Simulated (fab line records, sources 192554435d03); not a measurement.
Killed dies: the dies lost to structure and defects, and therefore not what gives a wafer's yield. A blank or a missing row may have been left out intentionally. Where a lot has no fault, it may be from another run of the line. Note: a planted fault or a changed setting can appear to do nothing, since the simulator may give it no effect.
Chamber matching	flow n5-finfet	rie-diel-06 running N5_BEOL_M12_ETCH_68: 4 sister chambers
The step etches SOC in N2/H2, time 285 s. 4 wafers are shown with their chamber, then 12 later ones without.

== WAFERS PAIRED WITH THEIR CHAMBERS ==
wafer	chamber	drypump-motor-current-A (A)
L091.1	2	5.1
L089.3	0	6.1
L089.4	3	5.8
L089.5	1	6.1

== WAFERS WITHOUT THEIR CHAMBER ==
wafer	drypump-motor-current-A (A)
L090.2	6.1
L090.5	6.1
L090.6	5.8
L093.3	6.1
L093.4	5.2
L093.5	6.1
L092.2	5.8
L092.3	5.1
L092.4	6.1
L097.1	6.1
L097.3	6.1
L097.4	5.8

== CHAMBER TAKEN BY EACH ==
wafer	from the rows above	in truth
L090.2	can't be placed: 0 or 1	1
L090.5	can't be placed: 0 or 1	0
L090.6	3	3
L093.3	can't be placed: 0 or 1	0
L093.4	2	2
L093.5	can't be placed: 0 or 1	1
L092.2	3	3
L092.3	2	2
L092.4	can't be placed: 0 or 1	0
L097.1	can't be placed: 0 or 1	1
L097.3	can't be placed: 0 or 1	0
L097.4	3	3
Correct placement for 5 of the 12. Not placeable from these rows: 7 (in 7, the candidates include the true chamber). Wrongly placed: 0.
How it was worked out, from the rows above alone: a wafer's distance from a chamber is the root of the sum, over the readings, of the square of ((its reading less the chamber's mean) divided by the reading's scatter). The wafer belongs to the nearest chamber; if the next one is less than 2 further off, it can't be placed. A chamber's mean is the mean of its shown wafers. The scatter: with one shown wafer a chamber, the root of the mean of the squares of how far each hidden wafer lies from its nearest shown one.
